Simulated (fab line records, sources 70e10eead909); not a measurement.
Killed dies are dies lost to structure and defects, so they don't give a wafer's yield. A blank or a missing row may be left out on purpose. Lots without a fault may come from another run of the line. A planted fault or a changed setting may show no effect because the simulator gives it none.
fab line records | flow nand_harc
record lots=24 wafers=72 last_day=25
route steps=1159 shown P_CONTACT@247 P_M0@267 P_M1@311
lots that met no fault: from a run of the same line without faults
start_h: hours from the record's first day to the start of the lot's first wafer shown | wait_h: hours since the lot's step before | " the same as in the row above | L1.1+2: a row that stands for several wafers | - no value, or no start given | * or withheld: withheld | < > ~ a bound
route shown NAME@n: a module of which the file shows steps, and the number in the route of the first | usual: mean/standard deviation of fault-free wafers | same: alike in all rows | chamber/n: place in a boat | sites: the reading at each site | _std_site: their standard deviation | _edge_site: outer sites' mean less inner sites' | radius_mm: how far each site lies from the wafer's centre | mask NAME#n: copy n | behind: the tool/chamber that last shaped the wafer | hold: why the lot was held/for how many hours/how that ended | device: the transistor (n, p or np) that didn't switch | end of line: the same wafers' tests at the end of the route | a step without rows: its recipe alone | killed: dies lost to structure and defects at the first sort, not the wafer's yield | map: a wafer's dies, x killed, . not, _ none there
set.NAME: the setting as run; set.NAME@STEP: as run at that earlier step | model.NAME: the simulator's own value behind a step, which no gauge read
steps of the route over a sample of lots; a table a step, a row a wafer
services: from which hour (start_h, from the record's first day; less than 0 if before it) a tool's chamber was out of use, for how many hours, and why
## steps
# step NHARC_P_CONTACT_ALD_22
# recipe target_thk_a=30 pulse_time_s=1 ald_cycles=150 temp_c=450 material=TiN
# usual heater_power_outer_w=729/75 heater_power_w=1155/110 precursor_pulse_height_rel=0.997/0.02
# columns lot.wafer tool chamber start_h wait_h heater_power_outer_w heater_power_w precursor_pulse_height_rel since_wet_clean_h
L074.1 ald_metal-04 1 114.62 - 773 1109 0.991 55
L074.4 " 2 " " 851 1238 0.970 55
L074.3 " 3 " " 748 1127 0.985 55
L076.1 ald_metal-03 2 121.31 - 629 1084 0.977 145
L076.2 " 3 " " 745 1141 0.984 145
L076.5 " 1 " " 729 1101 0.985 -
L075.2 ald_metal-01 2 122.59 - 719 1269 1.002 11
L075.6 " 2 " " 720 1252 1.041 -
L075.5 " 3 " " 722 1132 0.979 -
L077.1 ald_metal-03 2 127.99 - 639 1054 1.018 152
L077.6 " 1 " " 703 1130 1.006 -
L077.5 " 2 " " 640 1055 1.020 -
L078.1 ald_metal-01 3 139.06 - 702 1124 0.976 27
L078.4 " 0 " " 658 1044 0.996 27
L078.5 " 0 " " 663 1061 1.015 -
L079.3 ald_metal-04 1 141.78 - 765 1108 1.007 82
L079.1 " 3 " " 714 1133 1.027 82
L079.5 " 1 " " 766 1095 0.987 -
L081.2 ald_metal-01 0 146.51 - 665 1057 0.966 35
L081.4 " 1 " " 618 1087 0.990 35
L081.1 " 2 " " 717 1251 1.004 35
L080.4 ald_metal-04 0 147.12 - 628 1027 1.000 87
L080.6 " 3 " " 733 1152 0.969 -
L080.5 " 0 " " 620 1010 0.987 -
L083.4 ald_metal-04 2 163.36 - 806 1237 1.010 103
L083.1 " 3 " " 733 1167 0.959 103
L083.5 " 3 " " 734 1150 0.973 -
L082.2 ald_metal-03 1 163.72 - 735 1118 1.019 10
L082.6 " 1 " " 706 1149 0.995 -
L082.5 " 0 " " 911 1446 1.011 -
L085.2 ald_metal-01 1 172.67 - 612 1107 1.013 61
L085.3 " 3 " " 709 1082 0.984 61
L085.6 " 1 " " 628 1065 0.979 -
L084.1 ald_metal-01 2 173.76 - 723 1239 0.993 62
L084.3 " 0 " " 660 1069 0.988 62
L084.6 " 1 " " 636 1081 1.002 -
L086.3 ald_metal-01 0 188.68 - 670 1040 1.007 77
L086.4 " 1 " " 625 1078 0.997 77
L086.2 " 2 " " 731 1260 1.004 77
L087.2 ald_metal-04 0 189.03 - 627 1045 0.993 129
L087.4 " 1 " " 761 1113 1.009 -
L087.5 " 3 " " 745 1142 1.003 -
L088.3 ald_metal-01 3 199.16 - 699 1085 1.047 87
L088.6 " 1 " " 632 1107 0.990 -
L088.5 " 2 " " 713 1245 1.023 -
L089.1 ald_metal-03 3 205.80 - 753 1144 1.016 52
L089.4 " 0 " " 880 1421 1.005 -
L089.6 " 1 " " 734 1123 0.995 -
L090.1 ald_metal-01 2 206.98 - 726 1229 0.975 95
L090.3 " 1 " " 621 1049 1.009 95
L090.6 " 2 " " 715 1247 1.015 -
L091.4 ald_metal-03 0 215.05 - 906 1390 1.017 -
L091.5 " 1 " " 752 1157 0.947 -
L091.6 " 3 " " 737 1142 0.997 -
L092.2 ald_metal-03 1 225.00 - 744 1148 1.007 71
L092.6 " 0 " " 870 1434 0.969 -
L092.5 " 1 " " 729 1122 0.998 -
L093.1 ald_metal-01 3 227.03 - 714 1125 0.959 115
L093.3 " 1 " " 646 1079 0.960 115
L093.5 " 3 " " 715 1076 1.004 -
L094.2 ald_metal-03 0 232.86 - 882 1404 0.980 79
L094.3 " 3 " " 747 1123 0.992 79
L094.4 " 0 " " 910 1404 1.004 -
L095.1 ald_metal-04 1 238.27 - 737 1054 0.968 0
L095.2 " 2 " " 779 1161 0.959 0
L095.6 " 1 " " 720 1049 0.997 -
L096.4 ald_metal-04 1 244.22 - 735 1060 1.007 6
L096.6 " 3 " " 765 1177 1.014 -
L096.5 " 0 " " 641 1019 0.966 -
L097.2 ald_metal-03 0 262.19 - 881 1410 1.011 108
L097.5 " 3 " " 746 1143 1.001 -
L097.6 " 0 " " 886 1423 0.985 -
# step NHARC_P_CONTACT_INSPECT_27
# usual raw_defect_count=270/92
# columns lot.wafer tool chamber start_h wait_h raw_defect_count
L074.1 defect_inspect-01 - 124.75 0.1 287
L074.3 " - " " 279
L074.4 " - " " 366
L076.1 defect_inspect-01 - 128.61 0.1 334
L076.2 " - " " 239
L076.5 " - " " 293
L075.2 defect_inspect-01 - 128.87 0.1 266
L075.5 " - " " 364
L075.6 " - " " 200
L077.1 defect_inspect-02 - 133.69 0.1 134
L077.5 " - " " 297
L077.6 " - " " 420
L078.1 defect_inspect-01 - 142.72 0.1 254
L078.4 " - " " 212
L078.5 " - " " 230
L079.1 defect_inspect-02 - 143.31 0.1 291
L079.3 " - " " 297
L079.5 " - " " 260
L081.1 defect_inspect-01 - 149.28 0.1 470
L081.2 " - " " 386
L081.4 " - " " 613
L080.4 defect_inspect-02 - 149.75 0.1 255
L080.5 " - " " 233
L080.6 " - " " 234
L083.1 defect_inspect-01 - 171.32 0.1 247
L083.4 " - " " 243
L083.5 " - " " 215
L082.2 defect_inspect-02 - 171.89 0.1 272
L082.5 " - " " 299
L082.6 " - " " 207
L085.2 defect_inspect-02 - 173.93 0.1 181
L085.3 " - " " 211
L085.6 " - " " 276
L084.1 defect_inspect-01 - 175.12 0.1 250
L084.3 " - " " 135
L084.6 " - " " 153
L086.2 defect_inspect-02 - 191.64 0.1 298
L086.3 " - " " 436
L086.4 " - " " 551
L087.2 defect_inspect-01 - 192.17 0.1 359
L087.4 " - " " 428
L087.5 " - " " 373
L088.3 defect_inspect-02 - 200.38 0.1 233
L088.5 " - " " 246
L088.6 " - " " 247
L089.1 defect_inspect-01 - 210.15 0.1 157
L089.4 " - " " 281
L089.6 " - " " 424
L090.1 defect_inspect-02 - 210.69 0.1 201
L090.3 " - " " 184
L090.6 " - " " 264
L091.4 defect_inspect-02 - 223.19 0.1 152
L091.5 " - " " 334
L091.6 " - " " 478
L092.2 defect_inspect-02 - 230.56 0.1 235
L092.5 " - " " 297
L092.6 " - " " 394
L093.1 defect_inspect-01 - 231.10 0.1 207
L093.3 " - " " 362
L093.5 " - " " 340
L094.2 defect_inspect-02 - 234.16 0.1 298
L094.3 " - " " 208
L094.4 " - " " 175
L095.1 defect_inspect-02 - 239.53 0.1 271
L095.2 " - " " 216
L095.6 " - " " 320
L096.4 defect_inspect-01 - 245.44 0.1 133
L096.5 " - " " 307
L096.6 " - " " 182
L097.2 defect_inspect-02 - 263.51 0.1 149
L097.5 " - " " 147
L097.6 " - " " 154
# step NHARC_P_M0_ETCH_34
# recipe target_depth_a=400 overetch_a=120 time_s=43.94 ion_energy_ev=200 n2_flow_sccm=150 h2_flow_sccm=150 ar_flow_sccm=0 rf_w=400 bias_w=150 chemistry=N2/H2
# usual chamber_pressure_mTorr=30.001/0.026 drypump_motor_current_A=5.7/0.56 oes_product_au=1.000/0.01 rf_vpp_V=431.5/1.9 showerhead_plenum_p_Torr=2.08/0.058 throttle_valve_pct=14.171/0.0092
# columns lot.wafer tool chamber start_h wait_h chamber_pressure_mTorr drypump_motor_current_A oes_product_au rf_hours_counter_h rf_vpp_V showerhead_plenum_p_Torr throttle_valve_pct
L074.4 rie_diel-11 1 125.93 0.1 29.965 6.1 0.991 7 432.1 2.07 14.153
L074.3 " 2 " " 29.993 6.5 1.010 6 430.8 2.03 14.181
L074.1 " 3 " " 29.985 5.8 1.001 7 431.1 2.10 14.178
L076.2 rie_diel-13 0 129.79 0.1 30.043 5.2 1.012 2 433.4 2.08 14.168
L076.1 " 2 " " 29.979 6.5 1.014 1 426.8 1.97 14.177
L076.5 " 1 " " 29.960 5.4 0.988 - 432.2 2.11 14.182
L075.2 rie_diel-11 1 130.00 0.1 29.989 6.1 0.978 8 429.8 2.06 14.162
L075.6 " 3 " " 29.982 5.8 0.989 - 431.9 2.10 14.179
L075.5 " 0 " " 30.021 6.0 0.995 - 432.2 2.11 14.169
L077.1 rie_diel-13 0 134.89 0.1 30.002 5.2 1.003 2 431.2 2.08 14.181
L077.5 " 1 " " 29.999 5.4 0.982 - 433.5 2.11 14.163
L077.6 " 2 " " 30.039 6.5 0.999 - 428.0 1.97 14.165
L078.1 rie_diel-13 2 143.90 0.1 30.016 6.5 1.005 2 428.6 1.97 14.175
L078.4 " 3 " " 30.016 4.8 1.010 2 434.3 2.14 14.169
L078.5 " 3 " " 29.998 4.8 1.003 - 432.5 2.14 14.158
L079.3 rie_diel-11 2 144.51 0.1 30.000 6.5 1.001 8 430.5 2.03 14.170
L079.1 " 3 " " 29.990 5.8 0.994 8 433.1 2.10 14.180
L079.5 " 1 " " 30.044 6.1 0.976 - 430.6 2.06 14.159
L081.1 rie_diel-11 3 150.64 0.1 29.944 5.8 0.999 9 431.6 2.10 14.193
L081.4 " 1 " " 30.012 6.1 0.983 10 431.0 2.06 14.171
L081.2 " 2 " " 29.998 6.5 1.012 9 431.4 2.03 14.162
L080.4 rie_diel-13 2 150.94 0.1 29.961 6.5 1.011 3 427.3 1.97 14.161
L080.6 " 0 " " 29.989 5.2 1.005 - 432.2 2.08 14.188
L080.5 " 1 " " 29.967 5.4 0.994 - 432.5 2.11 14.166
L083.1 rie_diel-13 1 172.50 0.1 30.024 5.4 0.988 5 432.7 2.11 14.172
L083.4 " 2 " " 30.024 6.5 1.017 4 428.6 1.97 14.160
L083.5 " 0 " " 29.995 5.3 1.010 - 432.4 2.08 14.169
L082.2 rie_diel-13 2 173.06 0.1 30.017 6.5 1.017 4 428.1 1.97 14.162
L082.5 " 0 " " 30.060 5.3 1.002 - 430.9 2.08 14.176
L082.6 " 1 " " 29.974 5.4 0.981 - 432.1 2.11 14.193
L085.2 rie_diel-13 0 175.12 0.1 30.018 5.3 1.010 6 431.2 2.08 14.167
L085.3 " 1 " " 30.015 5.4 0.988 5 432.6 2.11 14.177
L085.6 " 3 " " 30.018 4.8 1.011 - 433.9 2.14 14.170
L084.3 rie_diel-13 2 176.31 0.1 29.972 6.5 1.002 4 429.3 1.97 14.177
L084.1 " 3 " " 29.993 4.8 1.008 5 434.8 2.14 14.169
L084.6 " 0 " " 29.998 5.2 1.007 - 433.2 2.08 14.178
L086.4 rie_diel-13 0 192.85 0.1 29.948 5.2 1.014 7 432.2 2.08 14.188
L086.2 " 1 " " 29.979 5.4 1.003 6 432.6 2.11 14.186
L086.3 " 2 " " 29.970 6.5 1.013 6 428.3 1.97 14.169
L087.4 rie_diel-11 3 193.37 0.1 29.935 5.8 1.007 12 431.7 2.10 14.175
L087.2 " 0 " " 30.033 6.0 0.987 13 432.8 2.11 14.171
L087.5 " 2 " " 29.998 6.6 1.017 - 430.1 2.03 14.180
L088.3 rie_diel-13 0 201.55 0.1 30.001 5.2 1.005 8 431.8 2.08 14.156
L088.5 " 3 " " 30.001 4.8 1.014 - 432.1 2.14 14.178
L088.6 " 0 " " 30.010 5.2 1.005 - 431.6 2.08 14.175
L089.4 rie_diel-01 1 211.20 0.1 29.982 6.1 1.008 5 433.9 2.18 14.159
L089.1 " 3 " " 29.983 5.6 1.004 6 429.2 2.08 14.176
L089.6 " 2 " " 30.025 6.0 0.992 - 433.5 2.13 14.174
L090.3 rie_diel-11 3 211.87 0.1 29.970 5.8 1.015 1 434.7 2.10 14.174
L090.1 " 2 " " 30.032 6.5 1.011 1 430.4 2.03 14.150
L090.6 " 3 " " 29.971 5.8 1.009 - 432.4 2.10 14.174
L091.4 rie_diel-01 3 224.24 0.1 29.986 5.6 0.993 6 431.9 2.08 14.178
L091.6 " 2 " " 30.036 6.0 0.983 - 432.5 2.13 14.155
L091.5 " 3 " " 29.966 5.6 0.988 - 430.8 2.08 14.176
L092.2 rie_diel-13 1 231.73 0.1 30.025 5.4 0.999 9 432.5 2.11 14.168
L092.5 " 1 " " 30.008 5.4 0.998 - 432.8 2.11 14.176
L092.6 " 2 " " 30.004 6.5 1.018 - 430.2 1.97 14.157
L093.3 rie_diel-11 3 232.15 0.1 29.974 5.8 1.007 2 432.7 2.10 14.169
L093.1 " 0 " " 30.017 6.0 1.001 2 432.7 2.11 14.183
L093.5 " 3 " " 30.014 5.8 1.005 - 434.2 2.10 14.185
L094.4 rie_diel-13 3 235.33 0.1 30.044 4.8 1.007 9 431.8 2.13 14.176
L094.3 " 0 " " 30.032 5.3 1.009 10 430.1 2.08 14.169
L094.2 " 1 " " 30.034 5.4 0.990 9 433.1 2.11 14.184
L095.2 rie_diel-13 2 240.92 0.1 29.998 6.5 1.006 9 428.7 1.97 14.170
L095.1 " 3 " " 29.992 4.8 1.002 9 433.0 2.13 14.161
L095.6 " 0 " " 30.004 5.3 1.011 - 432.2 2.08 14.181
L096.4 rie_diel-11 2 246.62 0.1 29.965 6.5 1.001 2 429.5 2.03 14.178
L096.6 " 2 " " 29.985 6.5 0.996 - 429.6 2.03 14.177
L096.5 " 3 " " 30.016 5.8 1.000 - 432.1 2.10 14.173
L097.2 rie_diel-01 0 264.60 0.1 29.976 6.0 0.989 10 428.4 1.93 14.170
L097.5 " 3 " " 30.002 5.6 0.998 - 430.4 2.08 14.173
L097.6 " 1 " " 30.011 6.1 1.013 - 435.3 2.18 14.159
# step NHARC_P_M0_ETCH_15
# recipe target_depth_a=1500 overetch_a=150 time_s=82.5 c4f8_flow_sccm=withheld ar_flow_sccm=400 rf_w=600 bias_w=300 chemistry=C4F8/Ar
# usual chamber_pressure_mTorr=25.002/0.027 oes_product_au=0.958/0.022 rf_vpp_V=441.8/1.9
# columns lot.wafer tool chamber start_h wait_h chamber_pressure_mTorr oes_product_au rf_hours_counter_h rf_vpp_V
L074.1 rie_diel-11 0 - - 24.989 0.928 8 443.4
L074.3 " 1 " " 25.001 0.940 7 441.6
L074.4 " 3 " " 24.994 0.951 7 443.0
L076.1 rie_diel-13 3 - - 24.968 0.973 2 444.5
L076.2 " 0 " " 25.000 0.990 2 442.6
L076.5 " 3 " " 24.995 0.970 - 443.5
L075.2 rie_diel-11 2 - - 24.992 0.988 7 441.1
L075.6 " 2 " " 24.983 0.978 - 440.4
L075.5 " 3 " " 24.979 0.973 - 442.7
L077.1 rie_diel-13 1 - - 25.019 0.933 2 444.3
L077.6 " 1 " " 24.981 0.925 - 442.1
L077.5 " 2 " " 24.974 0.949 - 438.1
L078.1 rie_diel-13 3 - - 25.014 0.993 2 444.2
L078.4 " 0 " " 25.027 0.973 3 442.9
L078.5 " 1 " " 25.033 0.968 - 441.7
L079.3 rie_diel-11 3 - - 25.019 0.919 8 441.4
L079.1 " 0 " " 25.027 0.926 9 441.8
L079.5 " 0 " " 24.980 0.921 - 442.3
L081.4 rie_diel-11 0 - - 25.008 0.927 10 442.3
L081.2 " 2 " " 25.014 0.934 9 440.1
L081.1 " 3 " " 24.982 0.925 9 443.2
L080.4 rie_diel-13 0 - - 24.989 0.976 3 441.3
L080.5 " 2 " " 25.030 0.975 - 438.7
L080.6 " 3 " " 25.031 0.977 - 444.6
L083.4 rie_diel-13 2 - - 25.031 0.974 4 439.9
L083.1 " 0 " " 25.011 0.983 5 441.9
L083.5 " 1 " " 25.024 0.952 - 443.2
L082.2 rie_diel-13 3 - - 24.988 0.986 5 445.0
L082.6 " 0 " " 24.995 0.984 - 441.4
L082.5 " 1 " " 25.002 0.953 - 443.1
L085.2 rie_diel-13 0 - - 25.034 0.986 6 442.3
L085.3 " 1 " " 25.006 0.951 5 441.4
L085.6 " 3 " " 24.999 0.971 - 444.3
L084.1 rie_diel-13 2 - - 25.005 0.969 4 438.2
L084.3 " 3 " " 24.985 0.970 5 444.4
L084.6 " 2 " " 25.018 0.967 - 439.0
L086.2 rie_diel-13 2 - - 25.021 0.979 6 440.9
L086.3 " 3 " " 24.997 0.987 6 444.0
L086.4 " 1 " " 24.997 0.951 6 441.2
L087.2 rie_diel-11 1 - - 25.021 0.950 12 442.1
L087.4 " 2 " " 25.188 0.962 11 441.6
L087.5 " 1 " " 24.985 0.950 - 441.7
L088.3 rie_diel-13 1 - - 24.996 0.958 7 443.0
L088.6 " 2 " " 24.980 0.977 - 438.1
L088.5 " 3 " " 25.002 0.960 - 442.0
L089.1 rie_diel-01 2 - - 24.980 0.953 6 444.4
L089.4 " 0 " " 24.984 0.976 5 437.8
L089.6 " 1 " " 24.993 0.972 - 443.8
L090.1 rie_diel-11 2 - - 25.017 0.980 1 439.3
L090.3 " 3 " " 24.993 0.977 1 443.7
L090.6 " 1 " " 25.018 0.943 - 440.6
L091.4 rie_diel-01 1 - - 24.994 0.947 5 446.2
L091.5 " 2 " " 25.000 0.920 - 443.7
L091.6 " 3 " " 25.009 0.934 - 441.5
L092.2 rie_diel-13 3 - - 24.996 0.922 9 443.2
L092.6 " 3 " " 25.016 0.932 - 442.9
L092.5 " 0 " " 25.076 0.930 - 442.6
L093.3 rie_diel-11 0 - - 25.000 0.968 2 442.5
L093.1 " 2 " " 24.988 0.962 1 440.6
L093.5 " 1 " " 25.055 0.964 - 440.3
L094.3 rie_diel-13 2 - - 24.979 0.975 8 438.2
L094.4 " 0 " " 24.963 0.962 10 442.4
L094.2 " 1 " " 24.994 0.965 9 443.5
L095.1 rie_diel-13 1 - - 24.977 0.976 9 443.4
L095.2 " 3 " " 24.999 0.967 9 443.5
L095.6 " 2 " " 24.976 0.985 - 438.2
L096.4 rie_diel-11 2 - - 25.018 0.973 2 439.4
L096.5 " 0 " " 24.971 0.961 - 444.5
L096.6 " 1 " " 25.007 0.955 - 441.4
L097.2 rie_diel-01 1 - - 25.013 0.935 7 444.7
L097.6 " 0 " " 25.009 0.919 - 437.4
L097.5 " 3 " " 25.045 0.922 - 441.5
# step NHARC_P_M0_CMP_23
# recipe t_overpolish_s=20 target_thk_nm=117.53
# usual motor_current_A=11.4/1 time_to_endpoint_s=28.2/2.3
# columns lot.wafer tool chamber start_h wait_h motor_current_A time_to_endpoint_s
L074.1 cmp-02 3 127.88 - 11.4 28.5
L074.3 " 0 " " 11.6 27.5
L074.4 " 1 " " 10.7 26.6
L076.1 cmp-04 2 131.71 - 12.9 29.0
L076.2 " 0 " " 10.5 26.9
L076.5 " 2 " " 12.6 30.2
L075.2 cmp-04 1 132.11 - 9.5 27.5
L075.5 " 2 " " 12.4 30.1
L075.6 " 3 " " 11.2 28.1
L077.1 cmp-02 2 136.93 - 12.4 31.8
L077.5 " 0 " " 10.7 28.8
L077.6 " 1 " " 10.5 29.2
L078.1 cmp-02 2 145.81 - 12.8 31.9
L078.4 " 3 " " 11.5 27.0
L078.5 " 3 " " 11.9 29.0
L079.1 cmp-01 2 146.49 - 11.6 29.9
L079.3 " 3 " " 12.4 27.6
L079.5 " 0 " " 12.1 28.0
L081.4 cmp-02 2 152.64 - 12.9 31.9
L081.1 " 3 " " 11.5 27.4
L081.2 " 1 " " 10.8 30.3
L080.4 cmp-01 2 152.89 - 10.8 29.0
L080.5 " 1 " " 10.6 27.1
L080.6 " 2 " " 11.5 29.7
L083.1 cmp-02 1 174.47 - 10.6 26.8
L083.4 " 2 " " 12.6 29.0
L083.5 " 0 " " 10.6 26.2
L082.2 cmp-04 0 175.00 - 10.5 27.3
L082.6 " 3 " " 11.3 30.6
L082.5 " 0 " " 9.9 29.4
L085.3 cmp-02 1 177.03 - 10.3 30.2
L085.2 " 2 " " 13.1 29.7
L085.6 " 1 " " 10.0 28.0
L084.1 cmp-02 3 178.25 - 11.7 26.2
L084.3 " 0 " " 10.5 27.4
L084.6 " 3 " " 11.8 24.8
L086.3 cmp-04 0 194.76 - 9.9 25.7
L086.2 " 1 " " 10.0 29.5
L086.4 " 2 " " 13.2 30.0
L087.4 cmp-02 1 195.30 - 10.4 26.2
L087.2 " 2 " " 13.0 28.7
L087.5 " 0 " " 11.3 26.8
L088.3 cmp-01 3 203.58 - 13.1 27.3
L088.5 " 0 " " 11.8 26.7
L088.6 " 1 " " 11.5 26.8
L089.4 cmp-04 2 213.11 - 12.8 25.9
L089.1 " 1 " " 10.0 26.9
L089.6 " 2 " " 12.4 28.1
L090.1 cmp-02 3 213.81 - 11.6 28.3
L090.3 " 1 " " 10.8 27.6
L090.6 " 3 " " 11.2 27.8
L091.4 cmp-02 2 226.14 - 13.1 34.4
L091.6 " 2 " " 13.0 33.4
L091.5 " 3 " " 11.0 29.5
L092.2 cmp-01 2 233.83 - 10.7 31.5
L092.6 " 3 " " 13.3 31.1
L092.5 " 0 " " 12.0 27.7
L093.3 cmp-04 3 234.10 - 11.7 27.9
L093.1 " 1 " " 9.5 29.4
L093.5 " 3 " " 11.6 25.9
L094.3 cmp-04 2 237.25 - 13.2 26.8
L094.2 " 3 " " 11.3 27.9
L094.4 " 0 " " 9.8 27.2
L095.2 cmp-04 1 243.03 - 9.9 22.8
L095.1 " 3 " " 11.1 24.3
L095.6 " 1 " " 9.9 24.7
L096.4 cmp-04 1 248.85 - 9.7 26.9
L096.6 " 3 " " 11.3 25.2
L096.5 " 0 " " 9.8 25.5
L097.2 cmp-04 2 266.54 - 12.9 28.6
L097.5 " 2 " " 13.0 28.7
L097.6 " 3 " " 11.3 26.2
# step NHARC_P_M1_CMP_23
# recipe t_overpolish_s=20 target_thk_nm=157.82
# usual motor_current_A=11.9/0.94 time_to_endpoint_s=29.7/2.3
# columns lot.wafer tool chamber start_h wait_h motor_current_A time_to_endpoint_s
L074.4 cmp-03 3 132.34 - 11.6 30.0
L074.1 " 0 " " 12.4 29.4
L074.3 " 1 " " 14.0 27.1
L076.2 cmp-03 2 135.95 - 10.5 31.9
L076.1 " 1 " " 14.8 27.0
L076.5 " 3 " " 11.8 28.2
L075.2 cmp-02 2 136.65 - 12.4 31.3
L075.5 " 3 " " 11.7 30.8
L075.6 " 0 " " 10.8 30.2
L077.1 cmp-01 0 141.16 - 12.6 29.9
L077.5 " 2 " " 11.0 31.4
L077.6 " 3 " " 11.8 33.8
L078.1 cmp-02 1 150.19 - 10.5 29.7
L078.4 " 2 " " 12.2 31.4
L078.5 " 3 " " 12.6 27.6
L079.3 cmp-02 3 150.63 - 12.0 28.0
L079.1 " 1 " " 10.6 27.4
L079.5 " 3 " " 12.1 29.8
L081.2 cmp-02 2 157.72 - 12.5 35.5
L081.1 " 0 " " 11.7 31.2
L081.4 " 1 " " 10.6 30.3
L080.4 cmp-01 1 158.02 - 11.1 27.5
L080.5 " 0 " " 12.1 25.5
L080.6 " 1 " " 11.8 28.4
L083.4 cmp-01 2 178.60 - 11.4 31.7
L083.1 " 0 " " 11.6 28.2
L083.5 " 2 " " 10.9 30.5
L082.2 cmp-03 2 179.36 - 11.1 32.8
L082.5 " 0 " " 12.2 30.2
L082.6 " 1 " " 14.0 28.5
L085.3 cmp-03 2 181.14 - 11.4 32.1
L085.2 " 3 " " 12.0 30.8
L085.6 " 0 " " 11.5 33.5
L084.1 cmp-02 2 182.76 - 12.3 30.3
L084.3 " 1 " " 10.8 27.2
L084.6 " 2 " " 12.6 28.3
L086.3 cmp-02 1 198.92 - 10.2 27.0
L086.2 " 2 " " 12.5 32.2
L086.4 " 3 " " 12.4 27.3
L087.4 cmp-03 0 199.80 - 12.1 31.8
L087.2 " 2 " " 11.2 33.7
L087.5 " 0 " " 12.1 31.1
L088.3 cmp-03 3 208.17 - 12.2 30.1
L088.5 " 1 " " 13.9 25.0
L088.6 " 2 " " 11.4 30.8
L089.4 cmp-02 3 217.29 - 11.7 29.2
L089.1 " 0 " " 10.8 31.4
L089.6 " 3 " " 12.3 29.3
L090.3 cmp-03 2 217.98 - 10.9 32.2
L090.1 " 3 " " 12.2 32.0
L090.6 " 1 " " 13.9 28.4
L091.4 cmp-01 1 230.37 - 11.2 34.1
L091.5 " 3 " " 12.8 31.2
L091.6 " 0 " " 12.1 30.6
L092.2 cmp-02 0 238.38 - 10.9 27.8
L092.5 " 3 " " 11.6 27.0
L092.6 " 0 " " 11.2 26.6
L093.1 cmp-01 3 238.54 - 12.7 30.7
L093.3 " 2 " " 11.4 31.0
L093.5 " 0 " " 11.9 27.5
L094.2 cmp-02 1 241.41 - 10.6 27.2
L094.4 " 3 " " 12.0 26.3
L094.3 " 0 " " 11.3 26.4
L095.2 cmp-02 0 247.15 - 11.0 31.2
L095.1 " 1 " " 10.0 28.4
L095.6 " 1 " " 10.7 29.5
L096.4 cmp-01 3 252.91 - 12.7 28.8
L096.6 " 2 " " 11.6 28.2
L096.5 " 3 " " 12.4 29.4
L097.2 cmp-03 2 270.81 - 11.4 33.5
L097.5 " 3 " " 12.3 33.0
L097.6 " 0 " " 12.6 28.5
## services
# columns tool chamber start_h hours kind
rie_diel-11 1 92.54 1.8 repair
rie_diel-13 3 96.48 1.2 repair
rie_diel-13 - 99.00 9.0 pm
cmp-02 - 101.88 2.7 repair
ald_metal-01 - 102.00 10.0 pm
cmp-04 - 105.00 4.0 pm
cmp-02 - 128.50 4.0 pm
ald_metal-03 - 144.00 10.0 pm
cmp-03 - 150.08 9.8 repair
rie_diel-13 3 154.56 5.8 repair
cmp-04 - 156.08 0.4 repair
rie_diel-13 2 158.65 5.3 repair
rie_diel-13 1 176.02 7.0 repair
rie_diel-11 2 177.87 12.9 repair
cmp-01 - 179.77 4.0 pm
rie_diel-11 - 193.55 9.0 pm
cmp-04 - 203.10 4.0 pm
cmp-04 - 210.34 1.5 repair
cmp-02 - 226.50 4.0 pm
cmp-04 - 227.51 4.1 repair
cmp-04 - 252.35 1.4 repair
ald_metal-01 0 254.73 26.1 repair
cmp-01 - 260.90 0.3 repair
cmp-04 - 267.37 0.8 repair
## key
fault none
